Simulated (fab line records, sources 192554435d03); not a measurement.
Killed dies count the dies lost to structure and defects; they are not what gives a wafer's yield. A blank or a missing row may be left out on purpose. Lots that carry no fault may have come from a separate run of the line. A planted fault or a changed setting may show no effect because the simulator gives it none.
Lot-split experiment	flow n5Finfet	route with 1938 steps; 7 lots, 21 wafers read

ABOUT THE SPLIT
At N5_BEOL_M6_EXPOSE_08 (exposes mask M6), the setting doseMj was moved away from the recipe's 68.25 on 3 of the 21 wafers read, by +3.6% to +5.6%. All remaining wafers had this setting at the recipe value.

FROM THE SPLIT TO THE READING: what the file shows between them, 5 steps
- N5_BEOL_M6_TRENCH_ETCH_37: etches SiCOH lowk in C4F6/O2, target depth 94.435 nm, time 31.5 s (also split here: sourceW)
- N5_BEOL_M6_ETCH_41: etches SiCN in CH3F/O2, target depth 29.7 nm, time 52 s
- N5_BEOL_M6_STRIP_80: strips in N2/H2, time 10 s
- N5_BEOL_M6_PRECLEAN_42: cleans in residue remover, time 60 s
- N5_BEOL_M6_SRD_43: time 30 s

THE READING
cdNm, in nm, at N5_BEOL_M6_CD_MEAS_35 (target cd 40 nm, target cd y 28 nm). Fault-free wafers of this fab line usually give 40.0 nm, standard deviation 0.96 nm.

wafer	tool, chamber at the split	doseMj as run	against the recipe	cdNm, nm	against lot-mates on the recipe
L077.1	arfiScanner-01, 0	68.25	recipe	40.2	-
L077.2	arfiScanner-01, 0	68.25	recipe	39.7	-
L077.5	arfiScanner-01, 0	68.25	recipe	39.3	-
L079.2	arfiScanner-02, 0	68.25	recipe	38.0	-
L079.5	arfiScanner-02, 0	70.74	+3.6%	39.8	+1.8
L079.6	arfiScanner-02, 0	70.74	+3.6%	40.2	+2.2
L078.1	arfiScanner-02, 0	68.25	recipe	42.1	-
L078.2	arfiScanner-02, 0	68.25	recipe	41.2	-
L078.4	arfiScanner-02, 0	68.25	recipe	40.8	-
L080.3	arfiScanner-02, 0	68.25	recipe	39.5	-
L080.4	arfiScanner-02, 0	68.25	recipe	39.0	-
L080.6	arfiScanner-02, 0	68.25	recipe	40.7	-
L085.2	arfiScanner-01, 0	68.25	recipe	39.6	-
L085.5	arfiScanner-01, 0	68.25	recipe	39.8	-
L085.6	arfiScanner-01, 0	68.25	recipe	38.9	-
L092.3	arfiScanner-02, 0	68.25	recipe	38.5	-
L092.4	arfiScanner-02, 0	68.25	recipe	38.6	-
L092.6	arfiScanner-02, 0	68.25	recipe	38.5	-
L094.2	arfiScanner-01, 0	68.25	recipe	39.9	-
L094.3	arfiScanner-01, 0	72.1	+5.6%	43.7	+3.6
L094.6	arfiScanner-01, 0	68.25	recipe	40.3	-

FIT RESULTS
A straight line over all 21 wafers: cdNm changes by +0.434 nm for each +1% of doseMj; r = +0.53; the points scatter about the line by 1.1 nm.
The same after taking each lot's own level away (the mean of its wafers on the recipe; 21 wafers): +0.599 nm for each +1%; r = +0.91; scatter 0.43 nm.
That fit puts the effect of the largest move of doseMj on the reading at 3.4 nm.
From 38.00 to 41.37 nm: that is the span of the lots' own levels, equal to 3.5 times the standard deviation above.
So the lot-to-lot level blurs the effect unless lot-mates are compared.
Check: for one of the wafers moved furthest among these (+5.6%), held out of the fit, the line's prediction against its lot-mates is +3.09 nm. Against them it came out at +3.6 nm.

OTHER SPLITS ON THESE WAFERS
Before the reading, these wafers also passed through other splits. Each is held against what the fit with the lots' levels taken away leaves over:
other split on the same wafers	wafers away from the commonest value	r with cdNm (lot level and that fit taken away)
N5_BEOL_M4_COAT_61 spinRpm	8	+0.10
N5_BEOL_M4_DESCUM_33 timeS	4	-0.27
N5_BEOL_M4_TRENCH_ETCH_37 biasW	8	+0.24
N5_BEOL_M5_TRENCH_ETCH_37 timeS	8	+0.03
N5_BEOL_M5_ETCH_41 sourceW	6	+0.06
N5_BEOL_M6_ILD_DEP_00 timeS	8	+0.35
N5_BEOL_M6_TRENCH_ETCH_37 sourceW	9	+0.38

THE FILE'S OWN FIT
cdNm changes by +0.608 nm for each +1% of doseMj, r = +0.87.
